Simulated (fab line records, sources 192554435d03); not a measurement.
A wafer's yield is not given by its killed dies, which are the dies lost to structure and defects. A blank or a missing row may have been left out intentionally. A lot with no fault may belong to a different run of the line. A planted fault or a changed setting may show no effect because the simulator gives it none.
What tool caused it? | flow n5-finfet | 10 lots, 30 wafers sampled, at 5 steps of a route of 1938

## WHAT THE GAUGES SHOWED, per wafer
N5_STI_FIN_REVEAL_CD_MEAS_22: target cd 6.238 nm, pitch 28 nm. Usual: 6.23 nm for cd-nm, sd 0.24.
lot  | measured    | on        | cd-nm (nm)     | flag
L240 | day 2 19:44 | cd-sem-03 | 6.01 6.28 5.59 |
L242 | day 3 08:05 | cd-sem-03 | 6.29 6.22 5.94 |
L243 | day 3 16:52 | cd-sem-02 | 5.82 6.30 6.06 |
L244 | day 3 22:24 | cd-sem-03 | 6.26 7.09 6.29 |
L253 | day 6 04:12 | cd-sem-03 | 6.41 6.50 6.23 |
L257 | day 7 02:56 | cd-sem-02 | 6.37 6.15 6.14 |
L258 | day 7 07:55 | cd-sem-01 | 6.00 6.59 5.69 |
L259 | day 7 13:44 | cd-sem-01 | 5.89 6.57 6.07 |
L260 | day 7 19:20 | cd-sem-03 | 6.89 6.41 6.63 |
L262 | day 8 07:04 | cd-sem-03 | 6.16 5.98 6.28 |

## WHAT TOOL EACH LOT RAN ON (gives the tool, then ch and the chambers of the sampled wafers, and finally the start)
lot  | N5_FIN_CUT_CUT_ETCH_27            | N5_STI_FIN_REVEAL_ETCHBACK_08     | N5_STI_FIN_REVEAL_ETCH_34       | N5_STI_FIN_REVEAL_OXIDATION_31
L240 | rie-diel-03 ch 0,1,3, day 2 09:41 | rie-diel-06 ch 0,1,3, day 2 16:32 | rie-si-04 ch 2,3, day 2 18:53   | plasma-asher-01 ch 0,1, day 2 19:13
L242 | rie-diel-02 ch 1,2, day 2 22:23   | rie-diel-06 ch 0,1,3, day 3 05:05 | rie-si-02 ch 2,3, day 3 07:30   | plasma-asher-02 ch 0,1, day 3 07:35
L243 | rie-diel-02 ch 0,2,3, day 3 05:53 | rie-diel-04 ch 1,2,3, day 3 13:56 | rie-si-04 ch 0,1,2, day 3 16:17 | plasma-asher-02 ch 0,1, day 3 16:20
L244 | rie-diel-02 ch 1,3, day 3 12:02   | rie-diel-05 ch 0,1,2, day 3 19:26 | rie-si-06 ch 0,1,3, day 3 21:47 | plasma-asher-02 ch 1, day 3 21:50
L253 | rie-diel-01 ch 1,2, day 5 18:37   | rie-diel-04 ch 1,2,3, day 6 01:16 | rie-si-02 ch 2,3, day 6 03:37   | plasma-asher-01 ch 0,1, day 6 03:41
L257 | rie-diel-03 ch 0,1,3, day 6 17:19 | rie-diel-04 ch 0,2,3, day 6 23:59 | rie-si-06 ch 2,3, day 7 02:20   | plasma-asher-01 ch 0,1, day 7 02:26
L258 | rie-diel-03 ch 1,2,3, day 6 22:50 | rie-diel-04 ch 2,3, day 7 05:00   | rie-si-02 ch 1,2,3, day 7 07:20 | plasma-asher-01 ch 0,1, day 7 07:24
L259 | rie-diel-01 ch 0,1,3, day 7 03:57 | rie-diel-05 ch 0,2,3, day 7 10:17 | rie-si-04 ch 0,2,3, day 7 13:10 | plasma-asher-01 ch 0,1, day 7 13:13
L260 | rie-diel-01 ch 1,3, day 7 09:27   | rie-diel-04 ch 0,1, day 7 16:19   | rie-si-04 ch 0,1, day 7 18:44   | plasma-asher-02 ch 0, day 7 18:47
L262 | rie-diel-03 ch 0,2,3, day 7 21:58 | rie-diel-04 ch 0,1,2, day 8 04:07 | rie-si-02 ch 0,2,3, day 8 06:29 | plasma-asher-02 ch 0,1, day 8 06:32
- N5_FIN_CUT_CUT_ETCH_27: etches SiO2 in CHF3/O2, target depth 4 nm, overetch 2 nm, time 4.9 s.
- N5_STI_FIN_REVEAL_ETCHBACK_08: etches SiO2 in C4F6/O2, target depth 30.5 nm, time 10.167 s.
- N5_STI_FIN_REVEAL_ETCH_34: etches Si in H2, material Si, target depth 0.97 nm.
- N5_STI_FIN_REVEAL_OXIDATION_31: chemistry O2 PLASMA REMOTE, time 20 s.

## WHAT THE TOOLS THEMSELVES READ (means of the sampled wafers that have a number; where no wafer has one, the mark that the record gives instead)
N5_FIN_CUT_CUT_ETCH_27. Usual: drypump-motor-current-A 5.7 A, standard deviation 0.36; oes-product-au 0.60 a.u., standard deviation 0.041; rf-vpp-V 524 V, standard deviation 6.8; showerhead-plenum-p-Torr 2.40 Torr, standard deviation 0.069; throttle-valve-pct 19.03 %, standard deviation 0.22.
lot  | tool        | drypump-motor-current-A (A) | oes-product-au (a.u.) | rf-vpp-V (V) | showerhead-plenum-p-Torr (Torr) | throttle-valve-pct (%) | flag
L240 | rie-diel-03 | 5.6                         | 0.60                  | 528          | 2.37                            | 19.08                  |
L242 | rie-diel-02 | 5.6                         | 0.59                  | 516          | 2.44                            | 19.07                  |
L243 | rie-diel-02 | 5.5                         | 0.62                  | 521          | 2.36                            | 18.94                  |
L244 | rie-diel-02 | 5.2                         | 0.57                  | 530          | 2.37                            | 19.23                  |
L253 | rie-diel-01 | 5.9                         | 0.60                  | 525          | 2.44                            | 19.12                  |
L257 | rie-diel-03 | 5.6                         | 0.58                  | 527          | 2.36                            | 19.13                  |
L258 | rie-diel-03 | 5.6                         | 0.59                  | 523          | 2.36                            | 19.19                  |
L259 | rie-diel-01 | 6.0                         | 0.58                  | 526          | 2.37                            | 19.00                  |
L260 | rie-diel-01 | 6.3                         | 0.58                  | 528          | 2.33                            | 18.95                  |
L262 | rie-diel-03 | 5.4                         | 0.59                  | 523          | 2.40                            | 19.09                  |

N5_STI_FIN_REVEAL_ETCHBACK_08. Usual: drypump-motor-current-A 5.67 A, standard deviation 0.26; oes-product-au 0.81 a.u., standard deviation 0.11; rf-vpp-V 668 V, standard deviation 13; showerhead-plenum-p-Torr 2.90 Torr, standard deviation 0.1; throttle-valve-pct 21.13 %, standard deviation 0.24.
lot  | tool        | drypump-motor-current-A (A) | oes-product-au (a.u.) | rf-vpp-V (V) | showerhead-plenum-p-Torr (Torr) | throttle-valve-pct (%) | flag
L240 | rie-diel-06 | 5.48                        | 0.87                  | 666          | 2.93                            | 21.01                  |
L242 | rie-diel-06 | 5.49                        | 0.86                  | 666          | 2.92                            | 21.02                  |
L243 | rie-diel-04 | 5.83                        | 0.80                  | 673          | 2.89                            | 21.36                  |
L244 | rie-diel-05 | 5.83                        | 0.81                  | 663          | 2.90                            | 21.00                  |
L253 | rie-diel-04 | 5.84                        | 0.76                  | 672          | 2.88                            | 21.39                  |
L257 | rie-diel-04 | 5.63                        | 0.76                  | 675          | 2.86                            | 21.32                  |
L258 | rie-diel-04 | 5.64                        | 0.76                  | 669          | 2.82                            | 21.49                  |
L259 | rie-diel-05 | 5.89                        | 0.77                  | 657          | 2.86                            | 21.20                  |
L260 | rie-diel-04 | 5.79                        | 0.88                  | 668          | 2.87                            | 21.03                  |
L262 | rie-diel-04 | 5.66                        | 0.78                  | 665          | 2.81                            | 21.27                  |

N5_STI_FIN_REVEAL_ETCH_34. Usual: drypump-motor-current-A 5.9 A, standard deviation 0.53; oes-product-au 0.996 a.u., standard deviation 0.013; throttle-valve-pct 25.8 %, standard deviation 0.4.
lot  | tool      | drypump-motor-current-A (A) | oes-product-au (a.u.) | throttle-valve-pct (%) | flag
L240 | rie-si-04 | 5.9                         | 0.995                 | 26.0                   |
L242 | rie-si-02 | 6.0                         | 1.009                 | 25.8                   |
L243 | rie-si-04 | 5.3                         | 0.995                 | 26.0                   |
L244 | rie-si-06 | 6.3                         | 1.000                 | 25.4                   |
L253 | rie-si-02 | 6.3                         | 1.010                 | 25.7                   |
L257 | rie-si-06 | 6.1                         | 1.009                 | 25.2                   |
L258 | rie-si-02 | 6.2                         | 0.992                 | 25.9                   |
L259 | rie-si-04 | 5.5                         | 0.998                 | 25.9                   |
L260 | rie-si-04 | 5.2                         | 1.001                 | 26.2                   |
L262 | rie-si-02 | 6.0                         | 0.996                 | 25.9                   |

N5_STI_FIN_REVEAL_OXIDATION_31. Usual: drypump-motor-current-A 5.43 A, standard deviation 0.12; heater-power-w 144 W, standard deviation 4.3.
lot  | tool            | drypump-motor-current-A (A) | heater-power-w (W) | flag
L240 | plasma-asher-01 | 5.39                        | 139                |
L242 | plasma-asher-02 | 5.42                        | 146                |
L243 | plasma-asher-02 | 5.44                        | 146                |
L244 | plasma-asher-02 | 5.39                        | 145                |
L253 | plasma-asher-01 | 5.39                        | 142                |
L257 | plasma-asher-01 | 5.48                        | 142                |
L258 | plasma-asher-01 | 5.40                        | 141                |
L259 | plasma-asher-01 | 5.37                        | 141                |
L260 | plasma-asher-02 | 5.43                        | 147                |
L262 | plasma-asher-02 | 5.40                        | 146                |

## THE ANSWER, worked out from the rows above alone
Rule: a lot counts as off when the mean over its wafers that have a number is more than 3 standard deviations away from the usual mean. A lot without any number at a reading at which 4 lots or more have one is off too. All remaining lots with rows at the step are treated as sound. After the gauges, taken in route order, come the tools' own readings; for these a lot's mean is taken, as printed above. At the first step where some lot is off, the reading lying furthest off is the one used; lots without a number count as furthest.
No lot is off on any of the readings shown, so nothing can be concluded from this.

## WHAT THE SIMULATOR HAD PUT IN
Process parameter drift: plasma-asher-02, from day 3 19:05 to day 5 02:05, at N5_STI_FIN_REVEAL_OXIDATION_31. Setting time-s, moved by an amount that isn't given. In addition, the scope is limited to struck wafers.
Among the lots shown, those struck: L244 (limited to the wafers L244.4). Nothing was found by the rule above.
